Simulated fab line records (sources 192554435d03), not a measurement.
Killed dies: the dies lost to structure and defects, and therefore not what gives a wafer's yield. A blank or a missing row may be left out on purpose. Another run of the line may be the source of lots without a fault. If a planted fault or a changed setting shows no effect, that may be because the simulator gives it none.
fab line records    flow n5_finfet
record lots=10  wafers=30  last_day=17
route steps=1938 shown ZERO_LAYER@15 WELL_APT@28 PMOS_HMC_CHANNEL_EPI@66 PASSIVATION@1936
lots untouched by any fault: they come from a run of this same line in which no faults occurred
start_h: the number of hours between the record's first day and the start of the first shown wafer of the lot    wait_h: hours from the lot's prior step to this one    " as in the row above    L1.1+2: a single row standing in for several wafers    - no value, or no start was given    * or withheld: withheld    < > ~ a bound
route shown NAME@n: NAME is a module with steps in the file, n the number in the route of the first one    usual: the fault-free wafers' mean and standard deviation    same: alike in all rows    chamber/n: place in a boat    sites: readings site by site    _std_site: their standard deviation    _edge_site: mean of outer sites minus mean of inner sites    radius_mm: for every site, how far away it sits from the centre of the wafer    mask NAME#n: copy n    behind: the most recent tool/chamber to have shaped the wafer    hold: cause of the lot's hold/its duration in hours/its outcome    device: names the non-switching transistor (n, p or np)    end of line: tests run on the same wafers once the route is complete    a step with no rows: only its recipe    killed: dies lost to structure and defects at the first sort, not the wafer's yield    map: a wafer's dies, x killed, . not, _ none there
set.NAME: setting as actually run; set.NAME@STEP: the setting as run at that earlier step    model.NAME: the simulator's own value behind a step, which no gauge read
a sample of lots followed through the steps of the route, with each step as a table and each wafer as a row
services: when a tool's chamber went out of use (start_h, in hours from the record's first day, below 0 if earlier), for how many hours, and the reason
## steps
# step N5_ZERO_LAYER_ETCH_17
# recipe chemistry=CF4  target=SiO2  target_depth_a=120  time_s=13.3  ion_energy_ev=350  pressure_mtorr=40  source_w=450  bias_w=215  Ar_flow_sccm=100  cf4_flow_sccm=100
# usual drypump_motor_current_A=5.7/0.49  oes_product_au=0.79/0.096  rf_vpp_V=948/4.2  showerhead_plenum_p_Torr=2.14/0.065  throttle_valve_pct=15.55/0.22
lot.wafer  tool         chamber  start_h  wait_h  drypump_motor_current_A  oes_product_au  rf_hours_counter_h  rf_vpp_V  showerhead_plenum_p_Torr  throttle_valve_pct
L626.1     rie_diel-01  0        25.03    0.0     5.7                      0.78            101                 956       2.25                      15.73
L626.3     "            2        "        "       4.9                      0.89            25                  946       2.10                      15.30
L626.5     "            2        "        "       4.9                      0.89            -                   945       2.10                      15.32
L628.1     rie_diel-02  2        36.93    0.0     6.0                      0.71            233                 947       2.12                      15.97
L628.3     "            0        "        "       5.9                      0.74            173                 948       2.13                      15.67
L628.5     "            3        "        "       5.6                      0.72            -                   954       2.22                      15.62
L631.3     rie_diel-06  3        54.84    0.0     5.9                      0.94            9                   947       2.10                      15.26
L631.4     "            2        "        "       5.6                      0.72            183                 948       2.12                      15.41
L631.5     "            2        "        "       5.7                      0.72            -                   948       2.12                      15.45
L633.3     rie_diel-02  3        66.85    0.0     5.6                      0.72            169                 954       2.21                      15.63
L633.4     "            0        "        "       5.9                      0.74            182                 947       2.13                      15.69
L633.5     "            0        "        "       6.0                      0.74            -                   947       2.13                      15.67
L641.1     rie_diel-01  1        114.86   0.0     5.7                      0.77            130                 945       2.06                      15.33
L641.2     "            0        "        "       5.7                      0.76            128                 955       2.24                      15.77
L641.6     "            0        "        "       5.7                      0.76            -                   954       2.24                      15.80
L642.1     rie_diel-06  3        120.81   0.0     5.9                      0.89            29                  944       2.10                      15.31
L642.2     "            2        "        "       5.7                      0.71            202                 948       2.12                      15.45
L642.3     "            1        "        "       6.6                      0.89            36                  956       2.26                      15.53
L644.1     rie_diel-01  3        132.74   0.0     4.7                      0.84            76                  946       2.08                      15.39
L644.4     "            2        "        "       4.9                      0.83            59                  948       2.09                      15.37
L644.6     "            1        "        "       5.8                      0.77            -                   943       2.06                      15.36
L645.1     rie_diel-02  3        138.74   0.0     5.6                      0.70            194                 953       2.20                      15.69
L645.4     "            2        "        "       6.0                      1.01            -                   946       2.11                      15.51
L645.5     "            3        "        "       5.6                      0.70            -                   953       2.20                      15.68
L646.3     rie_diel-01  1        144.89   0.0     5.8                      0.76            140                 945       2.06                      15.37
L646.4     "            0        "        "       5.8                      0.75            139                 953       2.23                      15.81
L646.6     "            3        "        "       4.7                      0.83            -                   946       2.07                      15.40
L647.2     rie_diel-01  2        150.85   0.0     4.9                      0.83            65                  944       2.09                      15.37
L647.3     "            3        "        "       4.7                      0.83            83                  945       2.07                      15.38
L647.6     "            3        "        "       4.7                      0.83            -                   945       2.07                      15.41
# step N5_ZERO_LAYER_INSPECT_20
# recipe inspect_instrument=darkfield  mode=post_clean
# usual raw_defect_count=43/20
lot.wafer  tool               chamber  start_h  wait_h  raw_defect_count
L626.1     defect_inspect-02  -        25.82    0.0     49
L626.3     "                  -        "        "       37
L626.5     "                  -        "        "       45
L628.1     defect_inspect-02  -        37.53    0.0     44
L628.3     "                  -        "        "       17
L628.5     "                  -        "        "       24
L631.3     defect_inspect-02  -        55.38    0.0     43
L631.4     "                  -        "        "       78
L631.5     "                  -        "        "       54
L633.3     defect_inspect-02  -        67.39    0.0     18
L633.4     "                  -        "        "       516
L633.5     "                  -        "        "       459
L641.1     defect_inspect-02  -        115.39   0.0     70
L641.2     "                  -        "        "       61
L641.6     "                  -        "        "       99
L642.1     defect_inspect-01  -        121.34   0.0     52
L642.2     "                  -        "        "       34
L642.3     "                  -        "        "       75
L644.1     defect_inspect-02  -        133.30   0.0     41
L644.4     "                  -        "        "       42
L644.6     "                  -        "        "       26
L645.1     defect_inspect-02  -        139.28   0.0     73
L645.4     "                  -        "        "       39
L645.5     "                  -        "        "       35
L646.3     defect_inspect-02  -        145.43   0.0     55
L646.4     "                  -        "        "       38
L646.6     "                  -        "        "       51
L647.2     defect_inspect-02  -        151.38   0.0     41
L647.3     "                  -        "        "       32
L647.6     "                  -        "        "       44
# step N5_WELL_APT_CD_MEAS_08
# recipe target_cd_nm=200  landing_energy_ev=500  detector=se_inlens
# usual cd_nm=200.0/1.3
lot.wafer  tool       chamber  start_h  wait_h  cd_nm
L626.1     cd_sem-03  0        26.12    -       200.8
L626.3     "          0        "        "       200.6
L626.5     "          0        "        "       198.4
L628.1     cd_sem-03  0        37.83    -       202.0
L628.3     "          0        "        "       202.2
L628.5     "          0        "        "       200.1
L631.3     cd_sem-03  0        55.81    -       200.1
L631.4     "          0        "        "       201.0
L631.5     "          0        "        "       200.6
L633.3     cd_sem-02  0        67.82    -       202.2
L633.4     "          0        "        "       202.1
L633.5     "          0        "        "       201.1
L641.1     cd_sem-03  0        115.82   -       199.1
L641.2     "          0        "        "       198.2
L641.6     "          0        "        "       198.8
L642.1     cd_sem-03  0        121.77   -       202.8
L642.2     "          0        "        "       199.9
L642.3     "          0        "        "       201.4
L644.1     cd_sem-02  0        133.72   -       199.5
L644.4     "          0        "        "       201.0
L644.6     "          0        "        "       201.8
L645.1     cd_sem-01  0        139.71   -       200.3
L645.4     "          0        "        "       199.0
L645.5     "          0        "        "       198.4
L646.3     cd_sem-02  0        145.86   -       200.1
L646.4     "          0        "        "       199.9
L646.6     "          0        "        "       199.2
L647.2     cd_sem-01  0        151.69   -       200.6
L647.3     "          0        "        "       200.3
L647.6     "          0        "        "       200.2
# step N5_WELL_APT_INSPECT_10
# recipe mode=adi  inspect_instrument=macro
# usual raw_defect_count=2.0/1.5
lot.wafer  tool               chamber  start_h  wait_h  raw_defect_count
L626.1     defect_inspect-02  -        26.17    0.0     3
L626.3     "                  -        "        "       3
L626.5     "                  -        "        "       2
L628.1     defect_inspect-02  -        37.88    0.0     3
L628.3     "                  -        "        "       2
L628.5     "                  -        "        "       2
L631.3     defect_inspect-02  -        55.86    0.0     1
L631.4     "                  -        "        "       1
L631.5     "                  -        "        "       5
L633.3     defect_inspect-01  -        67.87    0.0     1
L633.4     "                  -        "        "       >300
L633.5     "                  -        "        "       >300
L641.1     defect_inspect-01  -        115.87   0.0     0
L641.2     "                  -        "        "       3
L641.6     "                  -        "        "       3
L642.1     defect_inspect-01  -        121.83   0.0     1
L642.2     "                  -        "        "       1
L642.3     "                  -        "        "       4
L644.1     defect_inspect-02  -        133.78   0.0     2
L644.4     "                  -        "        "       3
L644.6     "                  -        "        "       0
L645.1     defect_inspect-01  -        139.76   0.0     2
L645.4     "                  -        "        "       1
L645.5     "                  -        "        "       0
L646.3     defect_inspect-02  -        145.91   0.0     1
L646.4     "                  -        "        "       0
L646.6     "                  -        "        "       1
L647.2     defect_inspect-01  -        151.74   0.0     6
L647.3     "                  -        "        "       5
L647.6     "                  -        "        "       2
# step N5_WELL_APT_DESCUM_13
# recipe chemistry=O2  time_s=7.9  source_power_w=50  bias_power_w=20  pressure_mtorr=20  rf_frequency_hz=2.712e+07  temp_c=40  o2_flow_sccm=225
# usual drypump_motor_current_A=5.8/0.33  o2_flow_sccm=224.9/0.74  oes_product_au=0.79/0.095  rf_vpp_V=243.6/1.3  showerhead_plenum_p_Torr=2.12/0.074  throttle_valve_pct=20.44/0.25
lot.wafer  tool         chamber  start_h  wait_h  drypump_motor_current_A  o2_flow_sccm  oes_product_au  rf_hours_counter_h  rf_vpp_V  showerhead_plenum_p_Torr  throttle_valve_pct
L626.1     rie_diel-05  2        26.44    0.3     5.5                      225.2         0.69            250                 243.7     2.14                      20.63
L626.3     "            1        "        "       5.5                      224.6         0.76            128                 243.9     2.19                      20.43
L626.5     "            2        "        "       5.5                      225.4         0.69            -                   244.0     2.14                      20.63
L628.1     rie_diel-05  0        37.99    0.1     5.7                      225.7         0.68            252                 240.8     1.97                      20.42
L628.3     "            3        "        "       5.8                      224.1         0.95            6                   243.8     2.06                      20.30
L628.5     "            0        "        "       5.7                      224.6         0.68            -                   241.8     1.97                      20.43
L631.3     rie_diel-03  0        55.89    0.0     5.7                      227.2         0.69            196                 244.0     2.17                      20.67
L631.4     "            2        "        "       5.8                      224.6         0.98            6                   245.4     2.24                      20.07
L631.5     "            2        "        "       5.8                      223.9         0.98            -                   244.2     2.24                      20.08
L633.3     rie_diel-05  0        68.12    0.2     5.6                      224.5         0.97            1                   244.3     2.23                      20.05
L633.4     "            2        "        "       5.5                      225.1         0.93            13                  244.5     2.14                      20.29
L633.5     "            3        "        "       5.8                      224.9         0.92            -                   242.8     2.06                      20.30
L641.1     rie_diel-05  2        116.00   0.1     5.6                      225.9         0.90            31                  243.1     2.13                      20.31
L641.2     "            1        "        "       5.5                      224.6         0.73            165                 244.9     2.18                      20.49
L641.6     "            0        "        "       5.6                      224.9         0.90            -                   246.3     2.23                      20.04
L642.1     rie_diel-04  1        121.87   0.0     6.4                      225.8         0.69            225                 245.1     2.16                      20.70
L642.2     "            3        "        "       6.3                      225.5         0.76            157                 244.5     2.08                      20.65
L642.3     "            0        "        "       6.3                      225.4         0.72            207                 244.5     2.17                      20.55
L644.1     rie_diel-04  0        133.91   0.1     6.3                      224.7         0.73            212                 243.8     2.17                      20.56
L644.4     "            1        "        "       6.5                      225.3         0.70            229                 244.8     2.16                      20.70
L644.6     "            1        "        "       6.5                      226.1         0.69            -                   244.6     2.16                      20.70
L645.1     rie_diel-04  0        139.80   0.0     6.3                      224.6         0.71            214                 245.3     2.17                      20.57
L645.4     "            3        "        "       6.3                      224.9         0.77            164                 241.8     2.08                      20.66
L645.5     "            2        "        "       6.1                      224.1         0.76            -                   241.8     2.08                      20.73
L646.3     rie_diel-04  0        146.06   0.1     6.2                      225.2         0.72            217                 243.7     2.17                      20.56
L646.4     "            3        "        "       6.2                      224.1         0.76            166                 242.4     2.08                      20.65
L646.6     "            0        "        "       6.2                      224.1         0.72            -                   243.3     2.17                      20.59
L647.2     rie_diel-05  0        151.78   0.0     5.7                      222.9         0.88            29                  245.3     2.22                      20.07
L647.3     "            2        "        "       5.5                      225.3         0.87            43                  244.6     2.13                      20.33
L647.6     "            0        "        "       5.6                      224.5         0.87            -                   245.8     2.22                      20.07
# step N5_WELL_APT_INSPECT_38
# recipe inspect_instrument=darkfield  mode=post_epi
# usual raw_defect_count=13/5
lot.wafer  tool               chamber  start_h  wait_h  raw_defect_count
L626.1     defect_inspect-02  -        30.22    0.7     14
L626.3     "                  -        "        "       14
L626.5     "                  -        "        "       10
L628.1     defect_inspect-02  -        41.35    0.5     7
L628.3     "                  -        "        "       9
L628.5     "                  -        "        "       12
L631.3     defect_inspect-01  -        58.77    0.3     11
L631.4     "                  -        "        "       12
L631.5     "                  -        "        "       7
L633.3     defect_inspect-02  -        74.07    0.4     20
L633.4     "                  -        "        "       485
L633.5     "                  -        "        "       467
L641.1     defect_inspect-01  -        118.82   0.5     12
L641.2     "                  -        "        "       15
L641.6     "                  -        "        "       6
L642.1     defect_inspect-02  -        124.87   0.5     12
L642.2     "                  -        "        "       19
L642.3     "                  -        "        "       8
L644.1     defect_inspect-01  -        137.14   0.5     6
L644.4     "                  -        "        "       8
L644.6     "                  -        "        "       11
L645.1     defect_inspect-02  -        143.66   0.7     10
L645.4     "                  -        "        "       11
L645.5     "                  -        "        "       10
L646.3     defect_inspect-01  -        149.04   0.5     21
L646.4     "                  -        "        "       16
L646.6     "                  -        "        "       20
L647.2     defect_inspect-01  -        154.61   0.4     18
L647.3     "                  -        "        "       15
L647.6     "                  -        "        "       14
# step N5_PMOS_HMC_CHANNEL_EPI_OVL_MEAS_10
# recipe points_per_wafer=44
# usual PMOS_HMC_BLK_OVL=-0.4/0.75
lot.wafer  tool        chamber  start_h  wait_h  PMOS_HMC_BLK_OVL[nm]
L626.1     overlay-01  0        30.70    0.0     0.0
L626.3     "           0        "        "       0.0
L626.5     "           0        "        "       0.3
L628.1     overlay-02  0        41.84    0.0     -0.8
L628.3     "           0        "        "       0.4
L628.5     "           0        "        "       -0.8
L631.3     overlay-02  0        59.24    0.0     -0.2
L631.4     "           0        "        "       -0.5
L631.5     "           0        "        "       0.6
L633.3     overlay-01  0        74.56    0.0     -2.3
L633.4     "           0        "        "       -1.1
L633.5     "           0        "        "       -2.4
L641.1     overlay-01  0        119.17   0.0     -0.3
L641.2     "           0        "        "       -0.4
L641.6     "           0        "        "       -1.6
L642.1     overlay-01  0        125.22   0.0     -0.7
L642.2     "           0        "        "       -0.1
L642.3     "           0        "        "       -0.9
L644.1     overlay-02  0        137.63   0.0     0.0
L644.4     "           0        "        "       -0.4
L644.6     "           0        "        "       -0.7
L645.1     overlay-02  0        144.00   0.0     -0.7
L645.4     "           0        "        "       -1.1
L645.5     "           0        "        "       -1.4
L646.3     overlay-01  0        149.51   0.0     -1.8
L646.4     "           0        "        "       -0.4
L646.6     "           0        "        "       -1.0
L647.2     overlay-02  0        154.96   0.0     -1.1
L647.3     "           0        "        "       -1.6
L647.6     "           0        "        "       -0.8
# step N5_PASSIVATION_PROBE_49
# usual killed_at_M0_to_M3=35/11  killed_at_M4_up=14/5.4  killed_at_contacts=12/6.2  killed_at_front_end=38/11  killed_at_other=4.1/2.8  killed_dies=103/17  killed_open=66/13  killed_short=34/8.2
# same gross_dies=1180  killed_at_back_side=0
lot.wafer  tool       chamber  start_h  wait_h  killed_at_M0_to_M3  killed_at_M4_up  killed_at_contacts  killed_at_front_end  killed_at_other  killed_dies  killed_open  killed_short
L626.1     prober-01  -        278.55   0.0     34                  19               10                  52                   0                115          73           38
L626.3     prober-01  -        278.65   0.1     23                  18               5                   44                   4                94           69           24
L626.5     prober-01  -        278.75   0.2     31                  14               14                  37                   1                97           59           32
L628.1     prober-01  -        294.22   0.6     29                  7                10                  34                   6                86           61           21
L628.3     prober-01  -        294.32   0.7     32                  13               9                   35                   1                90           65           20
L628.5     prober-01  -        294.42   0.8     32                  11               4                   36                   8                91           62           26
L631.3     prober-01  -        306.74   0.1     54                  28               29                  28                   2                141          95           40
L631.4     prober-01  -        306.79   0.2     48                  18               17                  32                   8                123          80           41
L631.5     prober-01  -        306.84   0.2     47                  24               11                  42                   7                131          89           38
L633.3     prober-01  -        334.87   0.1     24                  13               26                  54                   2                119          76           39
L633.4     prober-01  -        334.92   0.2     23                  15               22                  161                  3                224          69           34
L633.5     prober-01  -        334.97   0.2     23                  14               17                  148                  1                203          60           26
L641.1     prober-01  -        383.29   0.0     48                  13               4                   25                   4                94           61           32
L641.2     prober-01  -        383.34   0.1     29                  17               3                   30                   2                81           58           22
L641.6     prober-01  -        383.54   0.3     37                  18               2                   38                   2                97           65           28
L642.1     prober-02  -        386.82   0.0     37                  10               6                   47                   5                105          67           37
L642.2     prober-02  -        386.87   0.1     28                  9                6                   31                   3                77           52           24
L642.3     prober-02  -        386.92   0.1     42                  11               2                   33                   9                97           65           29
L645.1     prober-02  -        395.93   0.0     42                  14               16                  42                   6                120          82           37
L645.4     prober-02  -        396.08   0.2     55                  14               14                  26                   3                112          75           35
L645.5     prober-02  -        396.13   0.2     33                  22               15                  29                   5                104          65           37
L647.2     prober-02  -        409.01   0.1     40                  16               7                   39                   2                104          56           48
L647.3     prober-02  -        409.06   0.1     34                  20               14                  17                   2                87           62           25
L647.6     prober-02  -        409.21   0.3     25                  13               7                   35                   4                84           52           32
L644.1     prober-01  -        410.42   0.0     40                  11               15                  42                   4                112          74           38
L644.4     prober-01  -        410.57   0.2     75                  8                17                  50                   2                152          93           59
L644.6     prober-01  -        410.67   0.3     46                  10               7                   33                   5                101          68           27
L646.3     prober-01  -        414.22   0.1     44                  21               7                   17                   5                94           62           29
L646.4     prober-01  -        414.27   0.2     41                  17               4                   34                   6                102          66           34
L646.6     prober-01  -        414.37   0.3     53                  17               7                   34                   1                112          76           35
# killed by level:class
L626.1 BEOL_M1:geometric_particle:open=15 FIN_SAQP:geometric_particle:open=10 STI_FIN_REVEAL:geometric_particle:open=10 MOL_CONTACT_COAG:geometric_particle:open=9 STARTING-WAFER:geometric_particle:short=8 BEOL_M1:geometric_particle:short=7 FIN_SAQP:geometric_particle:short=6 BEOL_M4:geometric_particle:open=5
L626.3 FIN_SAQP:geometric_particle:open=20 BEOL_M3:geometric_particle:open=8 BEOL_M4:geometric_particle:open=7 STI_FIN_REVEAL:geometric_particle:open=6 DUMMY_GATE:geometric_particle:open=6 FIN_SAQP:geometric_particle:short=5 BEOL_M0_SAQP:geometric_particle:short=4 BEOL_M1:geometric_particle:open=4
L626.5 FIN_SAQP:geometric_particle:open=11 BEOL_M3:geometric_particle:open=8 MOL_CONTACT_COAG:geometric_particle:open=7 MOL_CONTACT_COAG:geometric_particle:short=5 DUMMY_GATE:geometric_particle:open=5 BEOL_M0_SAQP:geometric_particle:short=5 BEOL_M1:geometric_particle:open=5 FIN_SAQP:geometric_particle:short=4
L628.1 STI_FIN_REVEAL:geometric_particle:open=11 BEOL_M2:geometric_particle:open=7 MOL_CONTACT_COAG:geometric_particle:open=6 DUMMY_GATE:geometric_particle:open=6 BEOL_M3:geometric_particle:open=5 MOL_CONTACT_COAG:geometric_particle:short=4 FIN_SAQP:geometric_particle:open=3 STI_FIN_REVEAL:geometric_particle:short=3
L628.3 BEOL_M2:geometric_particle:open=10 MOL_CONTACT_COAG:geometric_particle:open=9 BEOL_M3:geometric_particle:open=8 STI_FIN_REVEAL:geometric_particle:open=7 BEOL_M4:geometric_particle:open=6 FIN_SAQP:geometric_particle:short=4 GATE_CUT:geometric_particle:short=4 GATE_CUT:geometric_particle:open=4
L628.5 BEOL_M2:geometric_particle:open=10 FIN_SAQP:geometric_particle:open=6 BEOL_M1:geometric_particle:open=6 STI_FIN_REVEAL:geometric_particle:open=5 GATE_CUT:geometric_particle:short=5 BEOL_M4:geometric_particle:open=5 FIN_SAQP:geometric_particle:short=4 MOL_CONTACT_COAG:geometric_particle:open=4
L631.3 MOL_CONTACT_COAG:geometric_particle:open=21 BEOL_M4:geometric_particle:open=17 BEOL_M0_SAQP:geometric_particle:open=16 BEOL_M0_SAQP:geometric_particle:short=12 MOL_CONTACT_COAG:geometric_particle:short=8 BEOL_M1:geometric_particle:open=8 STI_FIN_REVEAL:geometric_particle:open=7 FIN_SAQP:geometric_particle:short=4
L631.4 BEOL_M0_SAQP:geometric_particle:short=15 MOL_CONTACT_COAG:geometric_particle:open=13 BEOL_M0_SAQP:geometric_particle:open=10 BEOL_M3:geometric_particle:open=10 BEOL_M4:geometric_particle:open=10 FIN_SAQP:geometric_particle:open=8 STI_FIN_REVEAL:geometric_particle:open=8 GATE_CUT:geometric_particle:short=8
L631.5 FIN_SAQP:geometric_particle:short=12 BEOL_M0_SAQP:geometric_particle:open=12 MOL_CONTACT_COAG:geometric_particle:open=10 BEOL_M2:geometric_particle:open=10 BEOL_M3:geometric_particle:open=7 FIN_SAQP:geometric_particle:open=6 BEOL_M0_SAQP:geometric_particle:short=6 BEOL_M4:geometric_particle:open=6
L633.3 MOL_CONTACT_COAG:geometric_particle:open=23 FIN_SAQP:geometric_particle:open=15 FIN_SAQP:geometric_particle:short=13 BEOL_M0_SAQP:geometric_particle:short=7 GATE_CUT:geometric_particle:open=6 STI_FIN_REVEAL:geometric_particle:open=5 BEOL_M4:geometric_particle:open=4 BEOL_M3:geometric_particle:open=4
L633.4 ZERO_LAYER:unspecified=118 MOL_CONTACT_COAG:geometric_particle:open=14 STI_FIN_REVEAL:geometric_particle:open=11 MOL_CONTACT_COAG:geometric_particle:short=8 BEOL_M4:geometric_particle:open=8 FIN_SAQP:geometric_particle:open=7 FIN_SAQP:geometric_particle:short=6 BEOL_M2:geometric_particle:open=6
L633.5 ZERO_LAYER:unspecified=114 MOL_CONTACT_COAG:geometric_particle:open=12 BEOL_M4:geometric_particle:open=10 STI_FIN_REVEAL:geometric_particle:open=6 DUMMY_GATE:geometric_particle:open=6 BEOL_M3:geometric_particle:short=6 GATE_CUT:geometric_particle:open=4 MOL_CONTACT_COAG:geometric_particle:short=4
L641.1 BEOL_M3:geometric_particle:open=11 BEOL_M2:geometric_particle:open=9 BEOL_M0_SAQP:geometric_particle:open=7 BEOL_M1:geometric_particle:open=6 FIN_SAQP:geometric_particle:open=4 FIN_SAQP:geometric_particle:short=4 GATE_CUT:geometric_particle:open=4 GATE_CUT:geometric_particle:short=4
L641.2 BEOL_M2:geometric_particle:open=9 GATE_CUT:geometric_particle:open=7 GATE_CUT:geometric_particle:short=6 BEOL_M5:geometric_particle:open=6 FIN_SAQP:geometric_particle:open=4 BEOL_M0_SAQP:geometric_particle:open=4 BEOL_M1:geometric_particle:open=4 BEOL_M3:geometric_particle:open=4
L641.6 BEOL_M2:geometric_particle:open=12 BEOL_M0_SAQP:geometric_particle:open=8 GATE_CUT:geometric_particle:short=7 FIN_SAQP:geometric_particle:open=6 GATE_CUT:geometric_particle:open=6 BEOL_M4:geometric_particle:open=6 STI_FIN_REVEAL:geometric_particle:open=5 FIN_SAQP:geometric_particle:short=4
L642.1 FIN_SAQP:geometric_particle:open=17 FIN_SAQP:geometric_particle:short=7 BEOL_M0_SAQP:geometric_particle:open=7 BEOL_M2:geometric_particle:open=7 MOL_CONTACT_COAG:geometric_particle:open=6 DUMMY_GATE:geometric_particle:open=5 BEOL_M0_SAQP:geometric_particle:short=5 BEOL_M1:geometric_particle:open=5
L642.2 FIN_SAQP:geometric_particle:open=10 BEOL_M2:geometric_particle:open=10 FIN_SAQP:geometric_particle:short=8 GATE_CUT:geometric_particle:open=5 MOL_CONTACT_COAG:geometric_particle:open=5 BEOL_M0_SAQP:geometric_particle:open=5 BEOL_M0_SAQP:geometric_particle:short=5 BEOL_M4:geometric_particle:open=5
L642.3 BEOL_M2:geometric_particle:open=15 BEOL_M0_SAQP:geometric_particle:short=9 BEOL_M0_SAQP:geometric_particle:open=8 STI_FIN_REVEAL:geometric_particle:open=7 GATE_CUT:geometric_particle:short=5 STARTING-WAFER:geometric_particle:open=5 FIN_SAQP:geometric_particle:short=4 BEOL_M3:geometric_particle:open=4
L645.1 BEOL_M0_SAQP:geometric_particle:short=16 MOL_CONTACT_COAG:geometric_particle:open=14 SPACER0:geometric_particle:open=9 BEOL_M0_SAQP:geometric_particle:open=8 BEOL_M4:geometric_particle:open=8 DUMMY_GATE:geometric_particle:open=7 SPACER0:geometric_particle:short=7 BEOL_M3:geometric_particle:open=7
L645.4 BEOL_M0_SAQP:geometric_particle:open=19 BEOL_M0_SAQP:geometric_particle:short=15 MOL_CONTACT_COAG:geometric_particle:open=11 DUMMY_GATE:geometric_particle:open=7 BEOL_M3:geometric_particle:open=7 BEOL_M1:geometric_particle:open=6 BEOL_M4:geometric_particle:open=6 BEOL_M2:geometric_particle:open=5
L645.5 FIN_SAQP:geometric_particle:short=10 BEOL_M3:geometric_particle:open=10 MOL_CONTACT_COAG:geometric_particle:open=9 FIN_SAQP:geometric_particle:open=8 BEOL_M0_SAQP:geometric_particle:open=7 MOL_CONTACT_COAG:geometric_particle:short=6 BEOL_M5:geometric_particle:open=6 BEOL_M0_SAQP:geometric_particle:short=5
L647.2 BEOL_M0_SAQP:geometric_particle:short=15 FIN_SAQP:geometric_particle:short=9 FIN_SAQP:geometric_particle:open=7 BEOL_M0_SAQP:geometric_particle:open=7 ILD0:geometric_particle:short=6 MOL_CONTACT_COAG:geometric_particle:open=6 BEOL_M3:geometric_particle:open=6 STARTING-WAFER:geometric_particle:open=6
L647.3 MOL_CONTACT_COAG:geometric_particle:open=12 BEOL_M0_SAQP:geometric_particle:open=9 BEOL_M4:geometric_particle:open=9 BEOL_M2:geometric_particle:open=8 BEOL_M0_SAQP:geometric_particle:short=6 STI_FIN_REVEAL:geometric_particle:open=4 BEOL_M3:geometric_particle:open=4 STARTING-WAFER:geometric_particle:short=4
L647.6 STI_FIN_REVEAL:geometric_particle:open=7 BEOL_M4:geometric_particle:open=7 MOL_CONTACT_COAG:geometric_particle:open=6 STI_FIN_REVEAL:geometric_particle:short=5 GATE_CUT:geometric_particle:short=5 BEOL_M0_SAQP:geometric_particle:short=5 BEOL_M3:geometric_particle:open=5 BEOL_M0_SAQP:geometric_particle:open=4
L644.1 BEOL_M0_SAQP:geometric_particle:open=15 MOL_CONTACT_COAG:geometric_particle:open=12 BEOL_M0_SAQP:geometric_particle:short=12 GATE_CUT:geometric_particle:short=11 GATE_CUT:geometric_particle:open=8 FIN_SAQP:geometric_particle:open=7 BEOL_M4:geometric_particle:open=6 DUMMY_GATE:geometric_particle:open=4
L644.4 BEOL_M0_SAQP:geometric_particle:open=25 BEOL_M0_SAQP:geometric_particle:short=24 MOL_CONTACT_COAG:geometric_particle:open=12 FIN_SAQP:geometric_particle:open=10 STI_FIN_REVEAL:geometric_particle:open=8 BEOL_M3:geometric_particle:open=8 DUMMY_GATE:geometric_particle:open=7 FIN_SAQP:geometric_particle:short=6
L644.6 BEOL_M0_SAQP:geometric_particle:open=15 BEOL_M0_SAQP:geometric_particle:short=9 BEOL_M1:geometric_particle:open=9 BEOL_M3:geometric_particle:open=7 FIN_SAQP:geometric_particle:open=5 FIN_SAQP:geometric_particle:short=4 DUMMY_GATE:geometric_particle:open=4 MOL_CONTACT_COAG:geometric_particle:open=4
L646.3 BEOL_M0_SAQP:geometric_particle:open=14 BEOL_M3:geometric_particle:open=12 BEOL_M0_SAQP:geometric_particle:short=11 BEOL_M4:geometric_particle:open=8 BEOL_M7:geometric_particle:open=7 MOL_CONTACT_COAG:geometric_particle:open=6 BEOL_M5:geometric_particle:open=4 STARTING-WAFER:geometric_particle:open=4
L646.4 BEOL_M0_SAQP:geometric_particle:short=17 FIN_SAQP:geometric_particle:open=15 BEOL_M0_SAQP:geometric_particle:open=10 BEOL_M3:geometric_particle:open=6 BEOL_M4:geometric_particle:open=6 STI_FIN_REVEAL:geometric_particle:open=5 BEOL_M5:geometric_particle:open=5 MOL_CONTACT_COAG:geometric_particle:open=3
L646.6 FIN_SAQP:geometric_particle:open=14 BEOL_M0_SAQP:geometric_particle:open=11 BEOL_M2:geometric_particle:open=11 BEOL_M3:geometric_particle:open=9 BEOL_M0_SAQP:geometric_particle:short=8 MOL_CONTACT_COAG:geometric_particle:open=7 BEOL_M3:geometric_particle:short=6 STI_FIN_REVEAL:geometric_particle:open=5
## services
tool         chamber  start_h  hours  kind
rie_diel-04  2        14.12    5.1    repair
rie_diel-05  2        27.22    -      clean
rie_diel-05  2        27.22    -      consumable_replace:focus_ring
rie_diel-05  2        27.22    13.3   scheduled_down
rie_diel-05  2        27.22    13.3   vent_cycle
rie_diel-01  -        40.32    0.4    repair
rie_diel-05  0        40.64    -      clean
rie_diel-05  0        40.64    -      consumable_replace:focus_ring
rie_diel-05  0        40.64    -      consumable_replace:showerhead
rie_diel-05  0        40.64    23.2   scheduled_down
rie_diel-05  0        40.64    23.2   vent_cycle
rie_diel-05  3        55.27    10.0   repair
rie_diel-04  2        65.79    6.7    repair
rie_diel-01  3        89.53    8.7    repair
rie_diel-03  3        95.34    22.6   repair
rie_diel-01  3        103.31   18.9   repair
rie_diel-03  0        103.91   18.7   repair
rie_diel-02  2        105.26   7.6    repair
rie_diel-03  -        112.50   2.8    repair
rie_diel-06  0        115.84   5.3    repair
rie_diel-04  2        116.92   6.0    repair
rie_diel-06  1        128.14   16.7   repair
rie_diel-02  2        132.32   6.3    repair
rie_diel-06  2        142.69   23.3   repair
## key
first_sign step=N5_ZERO_LAYER_INSPECT_20  reading=raw_defect_count  direction=up  sigmas=22  usual=43  struck=488
effect step=N5_WELL_APT_INSPECT_10  reading=raw_defect_count  direction=up  sigmas=99+  usual=2.0  struck=>300
effect step=N5_WELL_APT_INSPECT_38  reading=raw_defect_count  direction=up  sigmas=93  usual=13  struck=476
effect step=N5_PASSIVATION_PROBE_49  reading=killed_at_front_end  direction=up  sigmas=10  usual=38  struck=154
more_kills_born_at N5_ZERO_LAYER_ETCH_17@rie_diel-02=232
met_at N5_ZERO_LAYER_ETCH_17
struck_lots L633
struck_wafers L633.4,L633.5
tester_left_out L633
not_acting_at N5_WELL_APT_CD_MEAS_08,N5_WELL_APT_DESCUM_13,N5_PMOS_HMC_CHANNEL_EPI_OVL_MEAS_10
onset_between 36.93 66.85
fault kind=chamber_particle_source  tool=rie_diel-02  chamber=0  onset_h=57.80  steps=N5_ZERO_LAYER_ETCH_17  rate_per_visit_cm2=0.72013  end_h=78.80
# tester_left_out: of these lots the tester's yield and bins aren't shown, on N5 and GAA mostly nor the transistor test; their killed dies are dies lost to structure and defects alone, not to doping, threshold or leakage, so they don't give the yield
